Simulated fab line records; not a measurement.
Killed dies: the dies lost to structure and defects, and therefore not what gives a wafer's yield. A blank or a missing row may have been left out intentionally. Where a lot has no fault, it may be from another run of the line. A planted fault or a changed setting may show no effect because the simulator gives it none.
Which of the tools did it?	flow nandHarc	72 wafers from 24 lots sampled at 6 of the route's 1302 steps

== WHAT EACH GAUGE READ, for each wafer ==
No reading from a measuring or inspecting step in the record can be judged against a usual standard deviation.

== WHICH TOOL RAN EACH LOT (tool, then ch and the chambers of the sampled wafers, then the start) ==
lot	NHARC_A_CHANNEL_HOLE_D1_ETCH_26	NHARC_A_CHANNEL_HOLE_D2_ETCH_19	NHARC_A_CHANNEL_HOLE_D2_ETCH_44	NHARC_A_CHANNEL_FILL_D2_ALD_02	NHARC_A_CHANNEL_FILL_D2_ALD_03	NHARC_A_CHANNEL_FILL_D2_ALD_14
L074	harEtch-02 ch 0,1, day 9 00:50	harEtch-01 ch 0,1, day 13 10:58	rieDiel-05 ch 1,2, day 13 15:41	aldHk-04 ch 0,1, day 13 16:56	aldSinBatch-01 ch 0, day 13 23:53 or earlier	aldHk-04 ch 0,1, day 13 23:53
L075	harEtch-02 ch 0,1, day 9 11:18	harEtch-02 ch 0,1, day 13 17:09	rieDiel-05 ch 0,2, day 13 21:52	aldHk-04 ch 0,2, day 13 23:08	aldSinBatch-01 ch 0, day 14 06:07 or earlier	aldHk-02 ch 0,2,3, day 14 06:07
L076	harEtch-01 ch 0,1, day 9 18:35	harEtch-01 ch 0,1, day 14 08:49	rieDiel-12 ch 0,1,2, day 14 13:31	aldHk-04 ch 1,3, day 14 14:59	aldSinBatch-03 ch 0, day 14 21:36 or earlier	aldHk-01 ch 0,1,3, day 14 21:36
L078	harEtch-02 ch 0,1, day 10 04:04	harEtch-02 ch 0,1, day 14 08:39	rieDiel-08 ch 0,3, day 14 13:21	aldHk-04 ch 2,3, day 14 14:33	aldSinBatch-03 ch 0, day 14 21:34 or earlier	aldHk-02 ch 1,2,3, day 14 21:34
L077	harEtch-01 ch 0,1, day 10 08:00	harEtch-02 ch 0,1, day 14 20:46	rieDiel-08 ch 0,3, day 15 01:29	aldHk-02 ch 0,3, day 15 02:39	aldSinBatch-01 ch 0, day 15 09:44 or earlier	aldHk-04 ch 1,2, day 15 09:44
L079	harEtch-02 ch 1, day 10 22:31	harEtch-01 ch 1, day 15 02:14	rieDiel-08 ch 1,3, day 15 06:56	aldHk-04 ch 0,2,3, day 15 08:10	aldSinBatch-02 ch 0, day 15 15:06 or earlier	aldHk-01 ch 0,2,3, day 15 15:06
L080	harEtch-02 ch 0,1, day 11 02:38	harEtch-02 ch 0,1, day 15 08:17	rieDiel-05 ch 0,3, day 15 13:01	aldHk-01 ch 0,2,3, day 15 14:12	aldSinBatch-02 ch 0, day 15 21:19 or earlier	aldHk-04 ch 0,1,2, day 15 21:19
L082	harEtch-01 ch 0,1, day 11 16:10	harEtch-02 ch 0,1, day 16 03:14	rieDiel-05 ch 0,2,3, day 16 07:57	aldHk-02 ch 1,2,3, day 16 09:07	aldSinBatch-03 ch 0, day 16 17:21 or earlier	aldHk-01 ch 0,1,2, day 16 17:21
L081	harEtch-02 ch 1, day 11 21:07	harEtch-02 ch 0,1, day 16 07:23	rieDiel-12 ch 0,1, day 16 12:10	aldHk-02 ch 1,2,3, day 16 13:28	aldSinBatch-03 ch 0, day 16 20:55 or earlier	aldHk-04 ch 1,2,3, day 16 20:55
L083	harEtch-01 ch 0,1, day 12 10:19	harEtch-02 ch 0,1, day 16 19:51	rieDiel-05 ch 0,1,2, day 17 00:36	aldHk-02 ch 1,2,3, day 17 01:46	aldSinBatch-01 ch 0, day 17 08:46 or earlier	aldHk-02 ch 1,3, day 17 08:46
L084	harEtch-02 ch 0,1, day 13 02:31	harEtch-02 ch 0,1, day 17 17:55	rieDiel-08 ch 2,3, day 17 22:37	aldHk-02 ch 0,1, day 17 23:48	aldSinBatch-02 ch 0, day 18 06:58 or earlier	aldHk-01 ch 0,1,2, day 18 06:58
L086	harEtch-01 ch 0,1, day 13 10:03	harEtch-02 ch 0,1, day 17 22:05	rieDiel-08 ch 2,3, day 18 02:46	aldHk-04 ch 0,2, day 18 03:57	aldSinBatch-02 ch 0, day 18 11:01 or earlier	aldHk-04 ch 0,3, day 18 11:01
L085	harEtch-02 ch 0,1, day 13 10:31	harEtch-01 ch 0,1, day 17 18:23	rieDiel-12 ch 0,2, day 17 23:07	aldHk-04 ch 0,1,3, day 18 00:17	aldSinBatch-02 ch 0, day 18 06:58 or earlier	aldHk-02 ch 0,2,3, day 18 06:58
L088	harEtch-01 ch 0,1, day 14 16:44	harEtch-02 ch 0,1, day 19 04:55	rieDiel-08 ch 2,3, day 19 09:37	aldHk-02 ch 0,1,2, day 19 11:01	aldSinBatch-03 ch 0, day 19 17:49 or earlier	aldHk-01 ch 1,2, day 19 17:49
L087	harEtch-02 ch 0,1, day 14 20:23	harEtch-02 ch 0, day 19 09:04	rieDiel-08 ch 1,2,3, day 19 13:47	aldHk-01 ch 1,2, day 19 16:34	aldSinBatch-01 ch 0, day 19 23:41 or earlier	aldHk-02 ch 1,2,3, day 19 23:41
L089	harEtch-01 ch 0,1, day 14 20:58	harEtch-01 ch 0,1, day 19 06:02	rieDiel-08 ch 0,1,3, day 19 10:41	aldHk-02 ch 0,2, day 19 11:55	aldSinBatch-03 ch 0, day 19 18:04 or earlier	aldHk-01 ch 0,1, day 19 18:04
L090	harEtch-02 ch 0,1, day 15 04:42	harEtch-01 ch 0,1, day 19 14:59	rieDiel-08 ch 2,3, day 19 19:43	aldHk-04 ch 0,3, day 19 20:55	aldSinBatch-01 ch 0, day 20 03:59 or earlier	aldHk-01 ch 0,2,3, day 20 03:59
L091	harEtch-01 ch 0,1, day 15 15:16	harEtch-02 ch 0,1, day 20 13:41	rieDiel-08 ch 0,2,3, day 20 18:25	aldHk-02 ch 0,2,3, day 20 20:04	aldSinBatch-01 ch 0, day 21 03:34 or earlier	aldHk-04 ch 1,2,3, day 21 03:34
L092	harEtch-01 ch 0,1, day 16 03:26	harEtch-01 ch 0,1, day 20 14:34	rieDiel-05 ch 0,2,3, day 20 19:17	aldHk-04 ch 0,1,3, day 20 20:35	aldSinBatch-01 ch 0, day 21 03:45 or earlier	aldHk-04 ch 0,1,3, day 21 03:45
L093	harEtch-01 ch 0,1, day 16 08:53	harEtch-01 ch 0,1, day 20 18:44	rieDiel-08 ch 0,1,3, day 20 23:28	aldHk-04 ch 1,2,3, day 21 00:49	aldSinBatch-02 ch 0, day 21 10:05 or earlier	aldHk-02 ch 1,2,3, day 21 10:05
L094	harEtch-01 ch 0,1, day 17 09:32	harEtch-01 ch 0,1, day 21 20:10	rieDiel-05 ch 0,1,3, day 22 00:50	aldHk-02 ch 0,1, day 22 02:05	aldSinBatch-03 ch 0, day 22 09:07 or earlier	aldHk-02 ch 0,1,3, day 22 09:07
L095	harEtch-01 ch 0,1, day 17 13:38	harEtch-01 ch 0,1, day 22 01:52	rieDiel-05 ch 0,1,2, day 22 06:37	aldHk-04 ch 0,1,3, day 22 07:47	aldSinBatch-03 ch 0, day 22 15:14 or earlier	aldHk-02 ch 0,1,2, day 22 15:14
L096	harEtch-01 ch 0,1, day 17 18:03	harEtch-02 ch 0,1, day 22 03:50	rieDiel-08 ch 1,2, day 22 08:32	aldHk-04 ch 1,2,3, day 22 09:51	aldSinBatch-03 ch 0, day 22 15:19 or earlier	aldHk-01 ch 0,1,3, day 22 15:19
L097	harEtch-02 ch 0,1, day 18 14:22	harEtch-01 ch 0,1, day 22 23:08	rieDiel-12 ch 1,2,3, day 23 03:50	aldHk-04 ch 1,3, day 23 05:10	aldSinBatch-02 ch 0, day 23 12:29 or earlier	aldHk-04 ch 1,2, day 23 12:29
- NHARC_A_CHANNEL_HOLE_D1_ETCH_26: etches the open film in C4F8/O2/Ar, time 224.1 s, target depth 300 nm.
- NHARC_A_CHANNEL_HOLE_D2_ETCH_19: etches the open film in C4F8/O2/Ar, time 34.5 s.
- NHARC_A_CHANNEL_HOLE_D2_ETCH_44: etches the open film in CF4/O2, target depth 140 nm, overetch 14 nm, time 77 s.
- NHARC_A_CHANNEL_FILL_D2_ALD_02: deposits SiO2, target thk 6 nm, pulse time 10 s, ald cycles 60.
- NHARC_A_CHANNEL_FILL_D2_ALD_03: deposits SiNx, target thk 6 nm, pulse time 60 s, ald cycles 58.
- NHARC_A_CHANNEL_FILL_D2_ALD_14: deposits SiO2, target thk 2.5 nm, pulse time 10 s, ald cycles 25.

== AS READ BY THE TOOLS THEMSELVES (means over the sampled wafers that have a number; for cases with no such wafer, the mark the record gives instead) ==
NHARC_A_CHANNEL_HOLE_D1_ETCH_26. Usual: drypumpMotorCurrentA 6.0 A, standard deviation 0.63; rfFwdPowerW 1993 W, standard deviation 5; showerheadPlenumPTorr 3.73 Torr, standard deviation 0.064; throttleValvePct 24.585 %, standard deviation 0.01.
lot	tool	drypumpMotorCurrentA (A)	rfFwdPowerW (W)	showerheadPlenumPTorr (Torr)	throttleValvePct (%)	flag
L074	harEtch-02	5.9	-	3.77	24.581	
L075	harEtch-02	5.9	-	3.77	24.580	
L076	harEtch-01	6.3	-	3.77	24.584	
L078	harEtch-02	5.4	-	3.71	24.579	
L077	harEtch-01	6.4	-	3.76	24.585	
L079	harEtch-02	5.0	-	3.66	24.579	
L080	harEtch-02	5.4	-	3.70	24.594	
L082	harEtch-01	6.4	-	3.75	24.584	
L081	harEtch-02	5.0	1996	3.65	24.577	
L083	harEtch-01	6.5	-	3.75	24.598	
L084	harEtch-02	5.4	-	3.69	24.571	
L086	harEtch-01	6.4	-	3.73	24.591	
L085	harEtch-02	5.9	-	3.74	24.583	
L088	harEtch-01	6.3	-	3.73	24.585	
L087	harEtch-02	5.4	-	3.68	24.580	
L089	harEtch-01	6.3	-	3.72	24.596	
L090	harEtch-02	5.4	-	3.67	24.596	
L091	harEtch-01	6.3	-	3.72	24.584	
L092	harEtch-01	6.5	-	3.71	24.583	
L093	harEtch-01	6.4	-	3.71	24.596	
L094	harEtch-01	6.3	-	3.70	24.574	
L095	harEtch-01	6.3	-	3.70	24.598	
L096	harEtch-01	6.5	-	3.70	24.590	
L097	harEtch-02	5.4	-	3.90	24.583	

NHARC_A_CHANNEL_HOLE_D2_ETCH_19. Usual: drypumpMotorCurrentA 6.0 A, standard deviation 0.63; rfFwdPowerW 2446 W, standard deviation 12; showerheadPlenumPTorr 3.73 Torr, standard deviation 0.1; throttleValvePct 37.038 %, standard deviation 0.0091.
lot	tool	drypumpMotorCurrentA (A)	rfFwdPowerW (W)	showerheadPlenumPTorr (Torr)	throttleValvePct (%)	flag
L074	harEtch-01	6.3	2458	3.73	37.030	
L075	harEtch-02	5.4	2450	3.68	37.036	
L076	harEtch-01	6.4	2456	3.73	37.047	
L078	harEtch-02	5.9	2442	3.73	37.033	
L077	harEtch-02	5.9	2453	3.72	37.042	
L079	harEtch-01	6.7	2439	3.72	37.034	
L080	harEtch-02	5.4	2437	3.67	37.038	
L082	harEtch-02	5.9	2440	3.71	37.044	
L081	harEtch-02	5.9	2441	3.71	37.036	
L083	harEtch-02	5.4	2435	3.66	37.042	
L084	harEtch-02	5.9	2441	3.84	37.043	
L086	harEtch-02	5.9	2451	3.83	37.025	
L085	harEtch-01	6.3	2455	3.70	37.038	
L088	harEtch-02	5.9	2444	3.82	37.030	
L087	harEtch-02	6.3	2437	3.74	37.035	
L089	harEtch-01	6.5	2437	3.69	37.037	
L090	harEtch-01	6.3	2448	3.68	37.032	
L091	harEtch-02	5.9	2444	3.81	37.041	
L092	harEtch-01	6.3	2452	3.68	37.033	
L093	harEtch-01	6.4	2451	3.67	37.037	
L094	harEtch-01	6.5	2449	3.66	37.034	
L095	harEtch-01	6.3	2460	3.66	37.043	
L096	harEtch-02	5.9	2438	3.80	37.042	
L097	harEtch-01	6.5	2446	3.66	37.047	

NHARC_A_CHANNEL_HOLE_D2_ETCH_44. Usual: drypumpMotorCurrentA 5.8 A, standard deviation 0.43; oesProductAu 0.999 a.u., standard deviation 0.0077; rfFwdPowerW 297.5 W, standard deviation 1; rfVppV 198.0 V, standard deviation 1.2; showerheadPlenumPTorr 1.34 Torr, standard deviation 0.049; throttleValvePct 13.397 %, standard deviation 0.0094.
lot	tool	drypumpMotorCurrentA (A)	oesProductAu (a.u.)	rfFwdPowerW (W)	rfVppV (V)	showerheadPlenumPTorr (Torr)	throttleValvePct (%)	flag
L074	rieDiel-05	6.2	1.000	297.5	199.8	1.39	13.404	
L075	rieDiel-05	5.9	0.995	296.3	197.8	1.30	13.392	
L076	rieDiel-12	5.7	0.990	297.5	197.6	1.34	13.407	
L078	rieDiel-08	5.3	1.001	296.8	198.1	1.34	13.391	
L077	rieDiel-08	5.3	0.991	298.5	198.3	1.34	13.396	
L079	rieDiel-08	6.0	1.002	297.5	198.1	1.32	13.401	
L080	rieDiel-05	6.0	1.003	298.3	198.1	1.34	13.396	
L082	rieDiel-05	5.9	0.999	297.2	197.5	1.32	13.395	
L081	rieDiel-12	5.7	0.996	297.2	197.6	1.31	13.389	
L083	rieDiel-05	6.1	0.993	297.1	198.1	1.34	13.399	
L084	rieDiel-08	5.6	1.003	297.7	197.8	1.35	13.397	
L086	rieDiel-08	5.8	1.000	297.8	198.0	1.36	13.393	
L085	rieDiel-12	5.8	1.002	297.9	196.2	1.28	13.411	
L088	rieDiel-08	5.8	1.002	298.3	198.2	1.36	13.394	
L087	rieDiel-08	5.9	1.000	298.0	197.4	1.34	13.390	
L089	rieDiel-08	5.6	1.004	297.5	197.2	1.33	13.393	
L090	rieDiel-08	5.8	1.002	297.7	199.1	1.36	13.395	
L091	rieDiel-08	5.5	1.006	296.9	199.0	1.36	13.394	
L092	rieDiel-05	5.9	1.004	297.0	197.8	1.32	13.400	
L093	rieDiel-08	5.6	0.997	297.3	197.5	1.33	13.406	
L094	rieDiel-05	6.2	1.001	296.8	198.1	1.36	13.396	
L095	rieDiel-05	6.0	0.990	296.4	198.0	1.34	13.404	
L096	rieDiel-08	6.2	0.993	297.6	198.1	1.36	13.389	
L097	rieDiel-12	5.7	0.999	297.4	197.5	1.34	13.400	

NHARC_A_CHANNEL_FILL_D2_ALD_02. Usual: heaterPowerW 479 W, standard deviation 47; precursorPulseHeightRel 1.001, standard deviation 0.021.
lot	tool	heaterPowerW (W)	precursorPulseHeightRel	flag
L074	aldHk-04	526	0.986	
L075	aldHk-04	470	0.992	
L076	aldHk-04	496	0.992	
L078	aldHk-04	421	0.989	
L077	aldHk-02	456	0.980	
L079	aldHk-04	446	1.018	
L080	aldHk-01	457	1.000	
L082	aldHk-02	493	1.005	
L081	aldHk-02	485	1.000	
L083	aldHk-02	496	1.010	
L084	aldHk-02	507	0.983	
L086	aldHk-04	476	0.995	
L085	aldHk-04	488	0.992	
L088	aldHk-02	514	1.029	
L087	aldHk-01	450	1.009	
L089	aldHk-02	516	0.986	
L090	aldHk-04	430	0.966	
L091	aldHk-02	504	1.001	
L092	aldHk-04	478	1.007	
L093	aldHk-04	469	1.010	
L094	aldHk-02	501	0.995	
L095	aldHk-04	472	1.004	
L096	aldHk-04	470	0.994	
L097	aldHk-04	465	1.002	

NHARC_A_CHANNEL_FILL_D2_ALD_03. Usual: precursorPulseHeightRel at 0.998, with a standard deviation of 0.019.
lot	tool	precursorPulseHeightRel	flag
L074	aldSinBatch-01	0.997	
L075	aldSinBatch-01	0.977	
L076	aldSinBatch-03	0.999	
L078	aldSinBatch-03	1.005	
L077	aldSinBatch-01	0.999	
L079	aldSinBatch-02	1.011	
L080	aldSinBatch-02	1.008	
L082	aldSinBatch-03	0.977	
L081	aldSinBatch-03	0.991	
L083	aldSinBatch-01	0.993	
L084	aldSinBatch-02	1.019	
L086	aldSinBatch-02	0.996	
L085	aldSinBatch-02	0.999	
L088	aldSinBatch-03	1.001	
L087	aldSinBatch-01	1.015	
L089	aldSinBatch-03	0.982	
L090	aldSinBatch-01	0.991	
L091	aldSinBatch-01	0.999	
L092	aldSinBatch-01	0.984	
L093	aldSinBatch-02	0.973	
L094	aldSinBatch-03	0.998	
L095	aldSinBatch-03	0.978	
L096	aldSinBatch-03	1.003	
L097	aldSinBatch-02	1.008	

NHARC_A_CHANNEL_FILL_D2_ALD_14. Usual: heaterPowerW 479 W, standard deviation 44; precursorPulseHeightRel 0.996, standard deviation 0.02.
lot	tool	heaterPowerW (W)	precursorPulseHeightRel	flag
L074	aldHk-04	526	0.991	
L075	aldHk-02	505	0.990	
L076	aldHk-01	446	0.997	
L078	aldHk-02	500	0.982	
L077	aldHk-04	490	1.020	
L079	aldHk-01	458	0.999	
L080	aldHk-04	495	0.996	
L082	aldHk-01	452	0.988	
L081	aldHk-04	462	1.015	
L083	aldHk-02	488	1.007	
L084	aldHk-01	458	0.980	
L086	aldHk-04	456	0.994	
L085	aldHk-02	501	0.997	
L088	aldHk-01	454	1.001	
L087	aldHk-02	497	0.970	
L089	aldHk-01	453	1.013	
L090	aldHk-01	450	1.003	
L091	aldHk-04	466	1.000	
L092	aldHk-04	470	1.002	
L093	aldHk-02	490	1.025	
L094	aldHk-02	488	0.990	
L095	aldHk-02	518	0.993	
L096	aldHk-01	450	1.011	
L097	aldHk-04	534	1.002	

== THE ANSWER, worked out from the rows above alone ==
Rule: a lot is off if the mean of its wafers that have a number lies more than 3 standard deviations from the usual mean. A lot without any number at a reading at which 4 lots or more have one is off too. Where the step has rows for the other lots, those lots are counted as sound. After the gauges, taken in route order, come the tools' own readings; for these a lot's mean is taken, as printed above. The first step at which some lot is off is used, and at that step the reading that is off furthest; a lot without a number counts as furthest.
Across all readings shown, no lot is off: no conclusion can be drawn from this.

== WHAT THE SIMULATOR HAD PUT IN ==
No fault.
